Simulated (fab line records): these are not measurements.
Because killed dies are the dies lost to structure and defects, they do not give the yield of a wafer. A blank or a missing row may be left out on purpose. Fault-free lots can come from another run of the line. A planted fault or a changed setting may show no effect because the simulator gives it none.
fab line records    flow n5-finfet
record: lots: 10  wafers: 30  last-day: 17
route steps=1938 shown PAD_METAL@1894 PASSIVATION@1905
lots that met no fault: from a run of the same line without faults
start-h: the number of hours between the record's first day and the start of the first shown wafer of the lot    wait-h: hours since the lot's step before    " repeats the value in the row above    L1.1+2: a row that stands for several wafers    - either no value or no given start    * or withheld: withheld    < > ~ a bound
route shown NAME@n: names a module that has steps shown in the file, with the first one's number in the route    usual: average and standard deviation across the fault-free wafers    same: alike in all rows    chamber/n: place in a boat    sites: readings site by site    _std_site: standard deviation of those values    _edge_site: inner sites' mean taken away from outer sites' mean    radius-mm: how far each site lies from the wafer's centre    mask NAME#n: copy n    behind: tool/chamber where the wafer was last shaped    hold: the reason the lot was held/the length of the hold in hours/how it ended    device: the transistor (n, p or np) that didn't switch    end of line: tests run on the same wafers once the route is complete    a step given without rows: its recipe and nothing more    killed: at the first sort, the dies lost to defects and structure; wafer yield is something else    map: a wafer's dies, x killed, . not, _ none there
set.NAME: the setting the step ran with; set.NAME@STEP: the setting that earlier step ran with    model.NAME: the simulator's own value behind a step, which no gauge read
the route's steps for a sample of lots (tables are steps, rows are wafers)
services: the hour from which a tool's chamber was out of use, counted from the record's first day as start-h (under 0 if before that day), plus the number of hours and why
== steps ==
step: N5_PASSIVATION_PRE_CLEAN_19
recipe: gas: H2/He  time-s: *  temp-c: *
usual: heater-power-w: 455/53
lot.wafer  tool            chamber  start-h  wait-h  heater-power-w
L474.1     pvd-sputter-03  -        280.90   0.0     430
L474.4     "               -        "        "       465
L474.5     "               -        "        "       383
L471.1     pvd-sputter-02  -        281.80   0.0     560
L471.3     "               -        "        "       426
L471.4     "               -        "        "       422
L475.3     pvd-sputter-02  -        296.77   0.0     574
L475.4     "               -        "        "       434
L475.5     "               -        "        "       444
L481.1     pvd-sputter-03  -        329.06   0.0     386
L481.5     "               -        "        "       381
L481.6     "               -        "        "       470
L487.2     pvd-sputter-01  -        374.06   0.0     443
L487.3     "               -        "        "       446
L487.5     "               -        "        "       523
L490.3     pvd-sputter-01  -        376.42   0.0     437
L490.5     "               -        "        "       433
L490.6     "               -        "        "       433
L489.2     pvd-sputter-02  -        381.10   0.0     423
L489.4     "               -        "        "       560
L489.5     "               -        "        "       560
L491.2     pvd-sputter-02  -        390.55   0.0     444
L491.3     "               -        "        "       576
L491.5     "               -        "        "       445
L494.3     pvd-sputter-03  -        400.68   0.0     464
L494.5     "               -        "        "       434
L494.6     "               -        "        "       467
L493.2     pvd-sputter-01  -        404.29   0.0     417
L493.4     "               -        "        "       439
L493.5     "               -        "        "       428
step: N5_PASSIVATION_CD_MEAS_30
recipe: target-cd-nm: 4000  landing-energy-ev: 500  detector: se-inlens  polarity: opening
usual: cd-nm: 3999.8/1.5
lot.wafer  tool       chamber  start-h  wait-h  cd-nm
L474.1     cd-sem-02  0        281.63   -       4000.0
L474.4     "          0        "        "       4001.0
L474.5     "          0        "        "       3997.8
L471.1     cd-sem-02  0        282.53   -       3996.1
L471.3     "          0        "        "       3998.6
L471.4     "          0        "        "       3998.3
L475.3     cd-sem-02  0        297.41   -       3997.8
L475.4     "          0        "        "       3999.5
L475.5     "          0        "        "       3998.7
L481.1     cd-sem-03  0        332.16   -       4003.1
L481.5     "          0        "        "       4001.3
L481.6     "          0        "        "       4003.4
L487.2     cd-sem-03  0        374.68   -       4001.4
L487.3     "          0        "        "       4001.0
L487.5     "          0        "        "       3999.7
L490.3     cd-sem-02  0        377.16   -       4000.9
L490.5     "          0        "        "       4003.2
L490.6     "          0        "        "       4003.6
L489.2     cd-sem-02  0        381.83   -       3999.0
L489.4     "          0        "        "       3998.7
L489.5     "          0        "        "       3997.6
L491.2     cd-sem-03  0        391.29   -       4001.5
L491.3     "          0        "        "       4001.5
L491.5     "          0        "        "       4000.8
L494.3     cd-sem-01  0        401.30   -       3999.3
L494.5     "          0        "        "       3999.9
L494.6     "          0        "        "       4000.0
L493.2     cd-sem-02  0        405.03   -       3998.9
L493.4     "          0        "        "       4001.5
L493.5     "          0        "        "       3999.9
step: N5_PASSIVATION_DESCUM_32
recipe: chemistry: O2  time-s: 7.9  source-power-w: 50  bias-power-w: 20  pressure-mtorr: 20  rf-frequency-hz: 2.712e+07  temp-c: 40  o2-flow-sccm: 225
usual: chamber-pressure-mTorr: 20.003/0.021  drypump-motor-current-A: 5.9/0.45  oes-product-au: 0.78/0.085  rf-vpp-V: 242.8/1.3  showerhead-plenum-p-Torr: 2.08/0.058  throttle-valve-pct: 20.52/0.25
lot.wafer  tool         chamber  start-h  wait-h  chamber-pressure-mTorr  drypump-motor-current-A  oes-product-au  rf-hours-counter-h  rf-vpp-V  showerhead-plenum-p-Torr  throttle-valve-pct
L474.1     rie-diel-02  2        281.72   0.0     19.991                  6.6                      0.73            205                 243.6     2.17                      20.88
L474.4     "            3        "        "       20.149                  5.2                      0.69            226                 241.6     2.08                      20.39
L474.5     "            0        "        "       19.996                  6.2                      0.85            -                   243.7     2.13                      20.40
L471.1     rie-diel-02  2        283.49   0.9     20.014                  6.6                      0.72            206                 245.4     2.17                      20.90
L471.3     "            1        "        "       20.010                  5.8                      0.73            187                 243.3     2.08                      20.64
L471.4     "            3        "        "       19.982                  5.2                      0.69            227                 241.0     2.08                      20.39
L475.3     rie-diel-04  0        297.52   0.1     20.011                  5.3                      0.67            249                 243.3     2.05                      20.45
L475.4     "            0        "        "       19.998                  5.3                      0.68            -                   242.5     2.05                      20.42
L475.5     "            2        "        "       19.987                  6.0                      0.75            -                   243.1     2.08                      20.12
L481.1     rie-diel-02  1        332.45   0.2     19.969                  5.8                      0.73            206                 242.9     2.07                      20.68
L481.5     "            0        "        "       20.002                  6.2                      0.82            -                   243.4     2.12                      20.44
L481.6     "            3        "        "       20.006                  5.2                      0.67            -                   240.5     2.07                      20.42
L487.2     rie-diel-04  0        374.76   0.0     20.001                  5.3                      0.91            19                  243.7     2.04                      19.98
L487.3     "            3        "        "       20.006                  5.6                      0.87            59                  245.6     2.13                      20.66
L487.5     "            1        "        "       19.996                  5.5                      0.74            -                   244.2     2.07                      20.64
L490.3     rie-diel-02  3        377.25   0.0     19.998                  5.2                      0.97            4                   242.2     2.07                      20.11
L490.5     "            3        "        "       19.980                  5.2                      0.98            -                   243.1     2.07                      20.11
L490.6     "            0        "        "       20.027                  6.2                      0.79            -                   244.7     2.12                      20.47
L489.2     rie-diel-02  1        381.96   0.1     20.009                  5.9                      0.71            227                 243.6     2.07                      20.71
L489.4     "            2        "        "       19.979                  6.6                      0.69            247                 244.8     2.15                      20.95
L489.5     "            0        "        "       20.001                  6.1                      0.80            -                   242.7     2.11                      20.47
L491.2     rie-diel-01  2        391.38   0.0     19.997                  5.6                      0.71            183                 241.9     2.00                      20.70
L491.3     "            3        "        "       19.988                  6.7                      0.90            38                  244.1     2.13                      20.49
L491.5     "            0        "        "       19.988                  5.9                      0.69            -                   240.9     1.96                      20.29
L494.3     rie-diel-01  2        401.38   0.0     19.993                  5.5                      0.69            187                 241.0     2.00                      20.71
L494.5     "            0        "        "       20.002                  5.9                      0.69            -                   240.7     1.96                      20.29
L494.6     "            1        "        "       20.016                  6.2                      0.76            -                   243.3     2.11                      20.82
L493.2     rie-diel-01  3        405.11   0.0     19.986                  6.7                      0.88            43                  243.4     2.13                      20.50
L493.4     "            2        "        "       19.978                  5.6                      0.70            188                 239.1     2.00                      20.71
L493.5     "            0        "        "       20.019                  5.9                      0.69            -                   241.3     1.96                      20.32
step: N5_PASSIVATION_STRIP_48
recipe: chemistry: O2  power-w: 600  temp-c: 60  pressure-mtorr: 30  rf-frequency-hz: 6e+07  bias-power-w: 0  overash-fraction: 0.5  o2-flow-sccm: 225
usual: chamber-pressure-mTorr: 29.98/0.13  drypump-motor-current-A: 5.9/0.45  oes-product-au: 0.78/0.087  rf-vpp-V: 3.8/2.4  showerhead-plenum-p-Torr: 2.09/0.051  temp-c: 59.99/0.14  throttle-valve-pct: 16.76/0.23
lot.wafer  tool         chamber  start-h  wait-h  chamber-pressure-mTorr  drypump-motor-current-A  oes-product-au  rf-hours-counter-h  rf-vpp-V  showerhead-plenum-p-Torr  temp-c  throttle-valve-pct
L474.1     rie-diel-02  0        284.30   0.1     30.04                   6.1                      0.84            58                  3.8       2.13                      60.09   16.67
L474.4     "            3        "        "       30.02                   5.2                      0.70            228                 3.7       2.08                      59.82   16.63
L474.5     "            2        "        "       30.08                   6.6                      0.74            -                   2.4       2.17                      59.94   17.20
L471.1     rie-diel-02  2        287.25   0.1     29.85                   6.6                      0.73            208                 7.0       2.17                      59.91   17.16
L471.3     "            1        "        "       29.91                   5.8                      0.75            188                 12.0      2.08                      59.76   16.85
L471.4     "            0        "        "       29.97                   6.2                      0.85            59                  6.9       2.13                      59.95   16.75
L475.3     rie-diel-04  1        299.92   0.1     29.81                   5.5                      0.76            137                 1.7       2.09                      59.78   16.86
L475.4     "            1        "        "       29.86                   5.5                      0.76            -                   5.8       2.09                      59.88   16.80
L475.5     "            2        "        "       29.94                   5.9                      0.76            -                   6.5       2.08                      59.58   16.36
L481.1     rie-diel-02  1        335.25   0.1     29.71                   5.8                      0.74            207                 6.1       2.08                      60.11   16.94
L481.5     "            1        "        "       29.95                   5.8                      0.74            -                   3.7       2.08                      60.05   16.93
L481.6     "            3        "        "       29.98                   5.2                      0.68            -                   9.6       2.08                      59.96   16.72
L487.2     rie-diel-01  3        377.05   0.1     29.87                   6.7                      0.94            34                  1.7       2.14                      59.87   16.61
L487.3     "            1        "        "       29.93                   6.2                      0.79            137                 3.7       2.11                      59.86   16.91
L487.5     "            0        "        "       29.96                   5.9                      0.65            -                   5.8       1.97                      59.80   16.61
L490.3     rie-diel-01  2        379.67   0.1     29.95                   5.6                      0.69            179                 6.6       2.01                      61.55   16.97
L490.5     "            2        "        "       30.01                   5.6                      0.71            -                   8.9       2.01                      61.46   16.89
L490.6     "            3        "        "       30.04                   6.6                      0.92            -                   4.0       2.14                      61.32   16.70
L489.2     rie-diel-01  0        384.38   0.1     29.88                   5.9                      0.69            243                 1.2       1.97                      61.13   16.68
L489.4     "            3        "        "       29.95                   6.7                      0.91            36                  4.2       2.14                      61.20   16.68
L489.5     "            0        "        "       29.92                   5.9                      0.71            -                   8.6       1.97                      61.31   16.61
L491.2     rie-diel-02  2        393.69   0.1     29.94                   6.6                      0.70            250                 4.5       2.16                      59.74   17.21
L491.3     "            3        "        "       29.86                   5.2                      0.96            10                  4.0       2.07                      59.88   16.31
L491.5     "            2        "        "       29.98                   6.6                      0.71            -                   6.6       2.16                      59.88   17.25
L494.3     rie-diel-02  0        404.13   0.1     29.77                   6.2                      0.80            111                 4.3       2.12                      60.15   16.78
L494.5     "            0        "        "       30.13                   6.1                      0.81            -                   1.0       2.12                      60.22   16.73
L494.6     "            1        "        "       29.96                   5.8                      0.71            -                   3.7       2.07                      60.14   16.98
L493.2     rie-diel-02  0        407.53   0.1     30.00                   6.2                      0.80            113                 6.0       2.12                      60.04   16.81
L493.4     "            0        "        "       30.06                   6.1                      0.79            -                   5.7       2.12                      60.02   16.68
L493.5     "            3        "        "       30.11                   5.2                      0.90            -                   0.3       2.07                      59.90   16.31
step: N5_PASSIVATION_PROBE_49
usual: defect-limited-yield: 91.0/1.5  killed_at_M0_to_M3: 35/11  killed_at_M4_up: 13/6  killed-at-contacts: 14/6.5  killed-at-front-end: 40/12  killed-at-other: 4/3.4  killed-dies: 106/18  killed-on-rim: 14/4.7  killed-open: 68/14  killed-short: 35/7.7  sort_bin_5_function: 5.2/0.98  sort_bin_6_memory: 3.4/0.72  sort-n-pass: 1074/18  sort-yield-pct: 91.0/1.5
same: gross-dies: 1180  killed-at-back-side: 0  sort_bin_4_leakage[%]: 0  sort_bin_8_speed[%]: 0
lot.wafer  tool       chamber  start-h  wait-h  defect-limited-yield[%]  killed_at_M0_to_M3  killed_at_M4_up  killed-at-contacts  killed-at-front-end  killed-at-other  killed-dies  killed-on-rim  killed-open  killed-short  sort_bin_5_function[%]  sort_bin_6_memory[%]  sort-n-pass  sort-yield-pct[%]
L474.1     prober-02  -        286.79   0.0     89.7                     49                  9                19                  37                   7                121          22             75           46            5.8                     3.8                   1059         89.7
L474.4     prober-02  -        286.94   0.2     91.8                     49                  11               13                  22                   2                97           14             57           40            5.0                     2.7                   1083         91.8
L474.5     prober-02  -        286.99   0.2     87.5                     85                  13               13                  36                   0                147          26             81           66            6.7                     5.2                   1033         87.5
L471.1     prober-02  -        289.74   0.0     90.2                     35                  21               8                   49                   3                116          18             69           39            6.8                     2.9                   1064         90.2
L471.3     prober-02  -        289.84   0.1     90.2                     42                  12               8                   48                   6                116          15             78           36            6.1                     3.2                   1064         90.2
L471.4     prober-02  -        289.89   0.2     89.8                     37                  16               16                  49                   2                120          20             83           34            6.4                     3.5                   1060         89.8
L475.3     prober-02  -        302.51   0.1     89.2                     54                  14               18                  40                   2                128          12             84           44            7.1                     3.4                   1052         89.2
L475.4     prober-02  -        302.56   0.2     91.4                     45                  7                19                  26                   4                101          12             47           49            4.7                     3.3                   1079         91.4
L475.5     prober-02  -        302.61   0.2     92.0                     43                  2                12                  30                   7                94           14             55           37            4.6                     2.7                   1086         92.0
L490.3     prober-01  -        382.26   0.1     92.5                     34                  10               11                  31                   3                89           12             55           28            4.7                     2.5                   1091         92.5
L490.5     prober-01  -        382.36   0.2     90.6                     42                  11               12                  37                   9                111          17             75           33            6.0                     3.2                   1069         90.6
L490.6     prober-01  -        382.41   0.3     93.2                     22                  11               18                  26                   3                80           12             45           30            3.5                     3.0                   1100         93.2
L489.4     prober-01  -        387.03   0.2     91.2                     31                  10               7                   50                   6                104          17             67           35            5.4                     3.3                   1076         91.2
L489.5     prober-01  -        387.08   0.2     90.3                     39                  9                7                   49                   11               115          15             59           50            5.4                     3.7                   1065         90.3
L494.3     prober-01  -        407.87   0.4     89.7                     51                  7                29                  29                   5                121          12             89           31            5.8                     4.0                   1059         89.7
L494.5     prober-01  -        407.97   0.5     89.1                     48                  6                26                  47                   2                129          11             85           42            6.4                     4.3                   1051         89.1
L494.6     prober-01  -        408.02   0.6     90.4                     33                  6                28                  44                   2                113          15             66           41            5.3                     3.7                   1067         90.4
killed by level:class
L474.1 BEOL_M0_SAQP:geometric-particle:short=21 MOL_CONTACT_COAG:geometric-particle:open=15 BEOL_M0_SAQP:geometric-particle:open=13 STI_FIN_REVEAL:geometric-particle:open=7 BEOL_M0:geometric-particle:open=7 GATE_CUT:geometric-particle:open=6 FIN_SAQP:geometric-particle:short=5 STARTING-WAFER:geometric-particle:short=5
L474.4 BEOL_M0_SAQP:geometric-particle:open=15 BEOL_M0_SAQP:geometric-particle:short=13 MOL_CONTACT_COAG:geometric-particle:open=10 BEOL_M2:geometric-particle:open=7 FIN_SAQP:geometric-particle:short=5 GATE_CUT:geometric-particle:short=5 MOL_CONTACT_COAG:geometric-particle:short=3 BEOL_M0:geometric-particle:open=3
L474.5 BEOL_M0_SAQP:geometric-particle:open=33 BEOL_M0_SAQP:geometric-particle:short=31 MOL_CONTACT_COAG:geometric-particle:open=10 GATE_CUT:geometric-particle:short=8 DUMMY_GATE:geometric-particle:open=6 FIN_SAQP:geometric-particle:short=5 BEOL_M0:geometric-particle:short=5 BEOL_M2:geometric-particle:open=5
L471.1 STI_FIN_REVEAL:geometric-particle:open=14 FIN_SAQP:geometric-particle:short=10 BEOL_M3:geometric-particle:open=9 FIN_SAQP:geometric-particle:open=8 MOL_CONTACT_COAG:geometric-particle:open=7 BEOL_M2:geometric-particle:open=5 BEOL_M0_SAQP:geometric-particle:short=5 STARTING-WAFER:geometric-particle:short=5
L471.3 STI_FIN_REVEAL:geometric-particle:open=21 BEOL_M2:geometric-particle:open=11 FIN_SAQP:geometric-particle:short=9 BEOL_M0_SAQP:geometric-particle:open=8 STI_FIN_REVEAL:geometric-particle:short=6 BEOL_M1:geometric-particle:open=6 BEOL_M3:geometric-particle:open=6 MOL_CONTACT_COAG:geometric-particle:open=5
L471.4 STI_FIN_REVEAL:geometric-particle:open=16 MOL_CONTACT_COAG:geometric-particle:open=12 FIN_SAQP:geometric-particle:open=10 BEOL_M3:geometric-particle:open=9 FIN_SAQP:geometric-particle:short=7 BEOL_M2:geometric-particle:open=7 BEOL_M0_SAQP:geometric-particle:short=6 BEOL_M0_SAQP:geometric-particle:open=6
L475.3 BEOL_M0_SAQP:geometric-particle:open=23 MOL_CONTACT_COAG:geometric-particle:open=15 BEOL_M0_SAQP:geometric-particle:short=14 FIN_SAQP:geometric-particle:open=12 FIN_SAQP:geometric-particle:short=9 BEOL_M3:geometric-particle:open=7 STARTING-WAFER:geometric-particle:short=5 BEOL_M4:geometric-particle:open=5
L475.4 BEOL_M0_SAQP:geometric-particle:short=21 BEOL_M0_SAQP:geometric-particle:open=13 MOL_CONTACT_COAG:geometric-particle:open=11 MOL_CONTACT_COAG:geometric-particle:short=8 FIN_SAQP:geometric-particle:short=4 FIN_SAQP:geometric-particle:open=4 HKMG_FIN:area-etch=4 STI_FIN_REVEAL:geometric-particle:open=3
L475.5 BEOL_M0_SAQP:geometric-particle:short=20 BEOL_M0_SAQP:geometric-particle:open=13 FIN_SAQP:geometric-particle:open=11 MOL_CONTACT_COAG:geometric-particle:open=8 DUMMY_GATE:geometric-particle:open=5 MOL_CONTACT_COAG:geometric-particle:short=4 BEOL_M3:geometric-particle:open=4 FIN_SAQP:geometric-particle:short=3
L490.3 BEOL_M0:geometric-particle:open=8 BEOL_M2:geometric-particle:open=7 MOL_CONTACT_COAG:geometric-particle:open=6 BEOL_M0_SAQP:geometric-particle:short=4 BEOL_M0_SAQP:geometric-particle:open=4 BEOL_M3:geometric-particle:open=4 FIN_SAQP:geometric-particle:short=3 DUMMY_GATE:geometric-particle:open=3
L490.5 STI_FIN_REVEAL:geometric-particle:open=9 MOL_CONTACT_COAG:geometric-particle:open=9 BEOL_M2:geometric-particle:open=9 BEOL_M0_SAQP:geometric-particle:open=8 BEOL_M1:geometric-particle:open=8 DUMMY_GATE:geometric-particle:open=6 BEOL_M0_SAQP:geometric-particle:short=5 BEOL_M1:geometric-particle:short=5
L490.6 MOL_CONTACT_COAG:geometric-particle:open=14 BEOL_M0_SAQP:geometric-particle:short=6 BEOL_M0:geometric-particle:open=5 BEOL_M4:geometric-particle:open=5 DUMMY_GATE:geometric-particle:open=4 ILD0:geometric-particle:short=4 MOL_CONTACT_COAG:geometric-particle:short=4 STI_FIN_REVEAL:geometric-particle:open=3
L489.4 STI_FIN_REVEAL:geometric-particle:open=12 FIN_SAQP:geometric-particle:short=9 DUMMY_GATE:geometric-particle:open=9 BEOL_M0_SAQP:geometric-particle:open=9 BEOL_M0_SAQP:geometric-particle:short=7 FIN_SAQP:geometric-particle:open=6 BEOL_M2:geometric-particle:open=5 MOL_CONTACT_COAG:geometric-particle:open=4
L489.5 BEOL_M0_SAQP:geometric-particle:short=16 FIN_SAQP:geometric-particle:short=10 BEOL_M0_SAQP:geometric-particle:open=7 FIN_SAQP:geometric-particle:open=6 MOL_CONTACT_COAG:geometric-particle:open=6 BEOL_M1:geometric-particle:open=6 DUMMY_GATE:geometric-particle:open=5 PASS1_CAP:geometric-particle:short=5
L494.3 MOL_CONTACT_COAG:geometric-particle:open=22 BEOL_M2:geometric-particle:open=17 BEOL_M1:geometric-particle:open=12 BEOL_M0_SAQP:geometric-particle:open=9 MOL_CONTACT_COAG:geometric-particle:short=7 FIN_SAQP:geometric-particle:short=6 FIN_SAQP:geometric-particle:open=5 DUMMY_GATE:geometric-particle:open=5
L494.5 MOL_CONTACT_COAG:geometric-particle:open=21 BEOL_M0_SAQP:geometric-particle:open=12 BEOL_M1:geometric-particle:open=11 FIN_SAQP:geometric-particle:open=10 FIN_SAQP:geometric-particle:short=9 BEOL_M3:geometric-particle:open=9 STI_FIN_REVEAL:geometric-particle:open=7 GATE_CUT:geometric-particle:short=6
L494.6 MOL_CONTACT_COAG:geometric-particle:open=20 BEOL_M0_SAQP:geometric-particle:open=10 BEOL_M0_SAQP:geometric-particle:short=10 FIN_SAQP:geometric-particle:open=9 GATE_CUT:geometric-particle:short=8 FIN_SAQP:geometric-particle:short=6 MOL_CONTACT_COAG:geometric-particle:short=6 STI_FIN_REVEAL:geometric-particle:open=5
== services ==
tool            chamber  start-h  hours  kind
rie-diel-01     1        269.22   5.2    repair
rie-diel-01     -        280.26   14.6   pm
rie-diel-01     1        315.35   8.1    repair
rie-diel-02     1        318.16   4.5    repair
rie-diel-02     3        322.29   6.9    repair
pvd-sputter-01  -        335.05   1.8    repair
rie-diel-02     3        343.56   -      clean
rie-diel-02     3        343.56   -      consumable-replace:focus-ring
rie-diel-02     3        343.56   21.9   scheduled-down
rie-diel-02     3        343.56   21.9   vent-cycle
pvd-sputter-01  -        354.34   9.6    repair
pvd-sputter-01  -        366.21   1.5    repair
rie-diel-02     1        372.11   5.3    repair
rie-diel-01     2        372.55   2.4    repair
rie-diel-02     -        382.23   3.2    repair
rie-diel-02     2        393.73   -      clean
rie-diel-02     2        393.73   -      consumable-replace:focus-ring
rie-diel-02     2        393.73   18.3   scheduled-down
rie-diel-02     2        393.73   18.3   vent-cycle
rie-diel-01     0        406.49   -      clean
rie-diel-01     0        406.49   -      consumable-replace:esc
rie-diel-01     0        406.49   -      consumable-replace:focus-ring
rie-diel-01     0        406.49   18.1   scheduled-down
rie-diel-01     0        406.49   18.1   vent-cycle
== key ==
first-sign: step: N5_PASSIVATION_STRIP_48  reading: temp-c  direction: up  sigmas: 9.8  usual: *  struck: *
effect none on later readings
met-at N5_PASSIVATION_STRIP_48
struck-lots L489,L490
not-acting-at N5_PASSIVATION_PRE_CLEAN_19,N5_PASSIVATION_CD_MEAS_30,N5_PASSIVATION_DESCUM_32
onset-between 377.05 379.67
fault: kind: process-parameter-drift  tool: rie-diel-01  chamber: -  onset-h: 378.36  steps: N5_PASSIVATION_STRIP_48  channel: temp-c  offset: *  shape: step  end-h: 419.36  acts-in: *  stated: *
